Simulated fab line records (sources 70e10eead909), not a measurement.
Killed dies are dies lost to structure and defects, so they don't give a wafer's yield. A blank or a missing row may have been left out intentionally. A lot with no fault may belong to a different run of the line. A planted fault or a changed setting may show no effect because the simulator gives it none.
What tool caused it? | flow nand_harc | Sampling: 11 lots, 33 wafers, 3 of 1159 route steps

== WHAT THE GAUGES READ, wafer by wafer ==
NHARC_P_GATE_CD_MEAS_26: target cd 120 nm.
lot  | measured    | on        | cd_nm (nm)
L625 | day 5 06:43 | cd_sem-03 | 120.7 121.0 119.6
L626 | day 5 09:59 | cd_sem-02 | 120.7 119.4 120.2
L627 | day 5 10:25 | cd_sem-03 | 119.9 120.4 120.4
L628 | day 6 01:22 | cd_sem-02 | 119.4 118.6 118.3
L630 | day 6 11:28 | cd_sem-03 | 120.0 120.4 120.3
L629 | day 6 11:55 | cd_sem-02 | 119.3 120.7 119.0
L632 | day 6 22:04 | cd_sem-03 | 115.2 115.9 115.8
L633 | day 7 04:02 | cd_sem-01 | 120.9 120.8 120.8
L638 | day 8 18:04 | cd_sem-01 | 115.4 116.6 115.8
L641 | day 9 04:47 | cd_sem-02 | 119.6 120.6 121.1
L642 | day 9 11:52 | cd_sem-02 | 120.6 120.0 119.4

== EACH LOT AND THE TOOL THAT RAN IT (in order: tool; ch and the chambers of the sampled wafers; start) ==
lot  | NHARC_P_GATE_DEP_103           | NHARC_P_GATE_EXPOSE_23
L625 | pecvd-01 ch 1,2, day 5 06:02   | arfi_scanner-03 ch 0, day 5 06:34
L626 | pecvd-01 ch 0,1, day 5 09:23   | arfi_scanner-03 ch 0, day 5 09:50
L627 | pecvd-01 ch 0,1, day 5 09:44   | arfi_scanner-02 ch 0, day 5 10:17
L628 | pecvd-02 ch 0,1,2, day 6 00:41 | arfi_scanner-01 ch 0, day 6 01:13
L630 | pecvd-02 ch 0,1,2, day 6 10:46 | arfi_scanner-03 ch 0, day 6 11:19
L629 | pecvd-02 ch 0,1,2, day 6 11:18 | arfi_scanner-01 ch 0, day 6 11:47
L632 | pecvd-04 ch 0,1, day 6 21:23   | arfi_scanner-01 ch 0, day 6 21:55
L633 | pecvd-02 ch 0,1,2, day 7 03:26 | arfi_scanner-03 ch 0, day 7 03:54
L638 | pecvd-02 ch 0,2, day 8 17:31   | arfi_scanner-01 ch 0, day 8 17:55
L641 | pecvd-01 ch 0,1, day 9 04:08   | arfi_scanner-03 ch 0, day 9 04:39
L642 | pecvd-02 ch 0,1,2, day 9 11:13 | arfi_scanner-02 ch 0, day 9 11:43
- NHARC_P_GATE_DEP_103: deposits SiON, target thk 30 nm.
- NHARC_P_GATE_EXPOSE_23: exposes mask P GATE, target cd 120 nm.

== THE ANSWER, worked out from the rows above alone ==
Rule: the lots themselves supply what counts as usual. The widest of any qualifying gaps counts: lots, ordered by their means at a reading, are off when they make up no more than a third of the lots, leave a main group of 4 or more, and stand apart from it by 3 or more times the standard deviation of that group's means. A main group whose means are all the same, to the digits that the tables above print for the reading, isn't used. A lot without any number at a reading at which 4 lots or more have one is off too. All remaining lots with rows at the step are treated as sound.
Off, at NHARC_P_GATE_CD_MEAS_26 on cd_nm: L632, L638. Mean 120.1 nm and standard deviation 0.55 in the main group.
If a tool, at a process step before that reading, ran all the lots that are off and no sound lot after the first of them, it fits. The gauges at NHARC_P_GATE_CD_MEAS_26 are tried like those tools. One candidate fits, namely arfi_scanner-01 at NHARC_P_GATE_EXPOSE_23. A fault onset in the window from L629 (day 6 11:47, its last sound lot) to L632 (day 6 21:55, its first lot off) fits.

== WHAT HAD BEEN PUT IN BY THE SIMULATOR ==
Process parameter drift: arfi_scanner-01, from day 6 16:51 on, at NHARC_P_GATE_EXPOSE_23. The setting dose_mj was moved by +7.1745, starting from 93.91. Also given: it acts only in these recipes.
Shown lots that were struck: L632, L638. The rule above found the same.
